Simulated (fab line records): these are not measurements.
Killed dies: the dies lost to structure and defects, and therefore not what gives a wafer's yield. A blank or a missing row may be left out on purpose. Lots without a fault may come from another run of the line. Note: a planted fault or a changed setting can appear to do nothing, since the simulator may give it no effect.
One fault seen from 2 desks | flow nand harc | each desk has only its own numbers; what lay behind them comes last

THE TOOL OWNER'S DESK: litho track-01
The tool's own readings at NHARC_P_CONTACT_PEB_10 (peb time 65 s): means of the sampled wafers that have a number, for each lot that ran on this tool. Any lot whose mean is over 4 standard deviations away from the usual mean is out of limits and marked OUT; that distance is given in the brackets.
Columns: A = chill plate temp C at NHARC_P_CONTACT_PEB_10, usual 23.00 C; B = heater power total W at NHARC_P_CONTACT_PEB_10, usual 156.6 W; C = plate temp C at NHARC_P_CONTACT_PEB_10, usual 99.99 C
lot  | first seen here | A     | B     | C
L846 | day 8 11:29     | 22.95 | 158.1 | 100.91 (+7.1) OUT
L847 | day 8 19:14     | 22.96 | 158.1 | 100.83 (+6.5) OUT
L848 | day 9 02:23     | 22.96 | 157.8 | 100.72 (+5.6) OUT
L855 | day 12 09:14    | 22.98 | 156.7 | 100.07
L857 | day 12 18:32    | 22.94 | 156.5 | 100.01
L858 | day 13 03:17    | 23.17 | 156.2 | 99.94
L859 | day 13 15:47    | 22.90 | 156.8 | 99.89
L863 | day 15 08:35    | 22.84 | 156.4 | 99.94
Finding of this desk: L846, L847, L848 out of limits; the first was L846 at day 8 11:29, on plate temp C at NHARC_P_CONTACT_PEB_10. Within limits: L855, L857, L858, L859, L863.

THE METROLOGY DESK
Lot by lot, what the gauges showed, no matter which tool ran the lot: averages of those sampled wafers that carry a number. Any lot whose mean is over 4 standard deviations away from the usual mean is out of limits and marked OUT; that distance is given in the brackets.
Columns: A = cd nm at NHARC_P_CONTACT_CD_MEAS_12, usual 90.3 nm
lot  | first seen here | A
L840 | day 6 01:40     | 89.8
L842 | day 6 18:33     | 90.9
L846 | day 8 11:34     | 93.5 (+5.1) OUT
L847 | day 8 19:20     | 92.5
L848 | day 9 02:28     | 92.0
L856 | day 12 08:23    | 89.8
L855 | day 12 09:19    | 90.0
L857 | day 12 18:37    | 89.9
L858 | day 13 03:22    | 90.2
L859 | day 13 15:52    | 90.0
L863 | day 15 08:40    | 90.2
Finding of this desk: L846 out of limits; the first was L846 at day 8 11:34, on cd nm at NHARC_P_CONTACT_CD_MEAS_12. Within limits: L840, L842, L847, L848, L856, L855, L857, L858, L859, L863.

ALL TOGETHER
At day 8 11:29, on L846, L847, L848, the tool owner's desk was in a position to raise an alarm.
L846 would have let the metrology desk raise an alarm at day 8 11:34.
The metrology desk holds a record of L847, L848, inside its limits.
On litho track-01, each named lot ran NHARC_P_CONTACT_PEB_10.

WHAT THE SIMULATOR HAD PUT IN
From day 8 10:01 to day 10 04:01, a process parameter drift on litho track-01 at NHARC_P_CONTACT_PEB_10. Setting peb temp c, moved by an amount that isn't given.
Lots struck among those shown: L846, L847, L848.
Delay (hours) between the fault's onset and each desk's first out-of-limits reading: 1 at the tool owner's desk, 2 at the metrology desk.
